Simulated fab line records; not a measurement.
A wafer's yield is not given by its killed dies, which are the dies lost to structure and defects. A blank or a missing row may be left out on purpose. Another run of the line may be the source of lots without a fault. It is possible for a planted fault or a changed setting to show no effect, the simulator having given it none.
Chamber matching | flow n5_finfet | 4 sister chambers for N5_BEOL_M7_DESCUM_33 on rie_diel-02
The step chemistry O2, time 7 s. 4 wafers are shown with their chamber, then 7 later ones without.

== WAFERS WITH THEIR CHAMBER ==
wafer  | chamber | showerhead_plenum_p_Torr (Torr)
L086.2 | 1       | 2.16
L088.2 | 0       | 1.98
L091.1 | 2       | 2.12
L091.4 | 3       | 2.03

== WAFERS WITHOUT THEIR CHAMBER ==
wafer  | showerhead_plenum_p_Torr (Torr)
L091.5 | 2.15
L093.2 | 1.98
L093.3 | 2.12
L093.6 | 2.12
L094.1 | 2.12
L094.2 | 2.15
L094.4 | 2.03

== WHICH CHAMBER EACH WENT THROUGH ==
wafer  | from the rows above | in truth
L091.5 | 1                   | 1
L093.2 | 0                   | 0
L093.3 | 2                   | 2
L093.6 | 2                   | 2
L094.1 | 2                   | 2
L094.2 | 1                   | 1
L094.4 | 3                   | 3
Placed correctly: 7 of 7. Not placeable from these rows: 0. 0 placed wrongly.
How it was worked out, from the rows above alone: a wafer's distance from a chamber is the root of the sum, over the readings, of the square of ((its reading less the chamber's mean) divided by the reading's scatter). The wafer belongs to the nearest chamber; if the next one is less than 2 further off, it can't be placed. A chamber's mean is the mean of its shown wafers. The scatter (one wafer shown for each chamber): square how far every hidden wafer sits from the nearest shown wafer, average those squares and take the square root.
